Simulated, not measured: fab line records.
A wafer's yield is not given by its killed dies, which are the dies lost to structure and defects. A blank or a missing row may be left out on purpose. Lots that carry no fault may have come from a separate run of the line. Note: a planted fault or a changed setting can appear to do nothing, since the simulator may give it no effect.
A single fault, viewed from 3 desks :: flow n5-finfet :: only its own numbers are on each desk; what lay behind them is given at the end

THE DEFECT DESK
Per lot, the means of the sampled wafers with a number show what the inspections along the route counted. Any lot whose mean is over 4 standard deviations away from the usual mean is out of limits and marked OUT; that distance is given in the brackets.
Columns: A = raw-defect-count at N5_BEOL_M14_INSPECT_30, usual 2.2
lot: L537
first seen here: day 11 05:38
A: 2.0

lot: L539
first seen here: day 11 13:29
A: 3.0

lot: L549
first seen here: day 14 15:19
A: 1.3

lot: L550
first seen here: day 15 02:52
A: 2.0

lot: L556
first seen here: day 17 19:40
A: 3.0

lot: L557
first seen here: day 19 07:26
A: 1.7
This desk's finding: nothing out of limits on any of the 6 lots.

THE METROLOGY DESK
What the gauges read, lot by lot, whatever tool the lot ran on: means of the sampled wafers that have a number. Any lot whose mean is over 4 standard deviations away from the usual mean is out of limits and marked OUT; that distance is given in the brackets.
Columns: A = cd-nm at N5_BEOL_M14_CD_MEAS_28, usual 283.6 nm; B = M14_OVL at N5_BEOL_M14_OVL_MEAS_29, usual -3 nm; C = trench-depth-nm at N5_BEOL_M14_OCD_MEAS_35, usual 551 nm
lot: L537
first seen here: day 11 05:35
A: 283.2
B: -0
C: 547

lot: L539
first seen here: day 11 13:26
A: 283.1
B: -11
C: 554

lot: L549
first seen here: day 14 15:16
A: 283.5
B: 0
C: 544

lot: L550
first seen here: day 15 02:49
A: 285.4
B: -12
C: 556

lot: L556
first seen here: day 17 19:37
A: 282.5
B: -8
C: 536

lot: L557
first seen here: day 19 07:23
A: 284.6
B: -13
C: 556
This desk's finding: nothing out of limits on any of the 6 lots.

DESK OF THE TOOL OWNER: rie-diel-05
The tool's own readings at N5_BEOL_M14_ETCH_38 (etches SiCN in CF4/N2, target depth 106.5 nm, time 120.6 s): means of the sampled wafers that have a number, for each lot that ran on this tool. Any lot whose mean is over 4 standard deviations away from the usual mean is out of limits and marked OUT; that distance is given in the brackets.
Columns: A = bias-w at N5_BEOL_M14_ETCH_38, usual 70.01 W; B = drypump-motor-current-A at N5_BEOL_M14_ETCH_38, usual 5.8 A; C = n2-flow-sccm at N5_BEOL_M14_ETCH_38, usual 60.01 sccm; D = oes-product-au at N5_BEOL_M14_ETCH_38, usual 0.82 a.u.; E = rf-vpp-V at N5_BEOL_M14_ETCH_38, usual 382.9 V; F = showerhead-plenum-p-Torr at N5_BEOL_M14_ETCH_38, usual 2.23 Torr; G = throttle-valve-pct at N5_BEOL_M14_ETCH_38, usual 15.36 %
lot: L539
first seen here: day 11 15:55
A: 70.03
B: 6.1
C: 59.99
D: 0.86
E: 383.2
F: 2.26
G: 15.16

lot: L549
first seen here: day 14 17:47
A: 69.94
B: 6.1
C: 59.83
D: 0.77
E: 385.4
F: 2.31
G: 15.29

lot: L550
first seen here: day 15 03:43
A: 69.98
B: 5.9
C: 60.21
D: 0.73
E: 383.9
F: 2.25
G: 15.35
This desk's finding: nothing out of limits on any of the 3 lots.

TAKEN TOGETHER
The defect desk saw nothing out of limits.
The metrology desk saw nothing out of limits.
The tool owner's desk saw nothing out of limits.

WHAT THE SIMULATOR PUT IN
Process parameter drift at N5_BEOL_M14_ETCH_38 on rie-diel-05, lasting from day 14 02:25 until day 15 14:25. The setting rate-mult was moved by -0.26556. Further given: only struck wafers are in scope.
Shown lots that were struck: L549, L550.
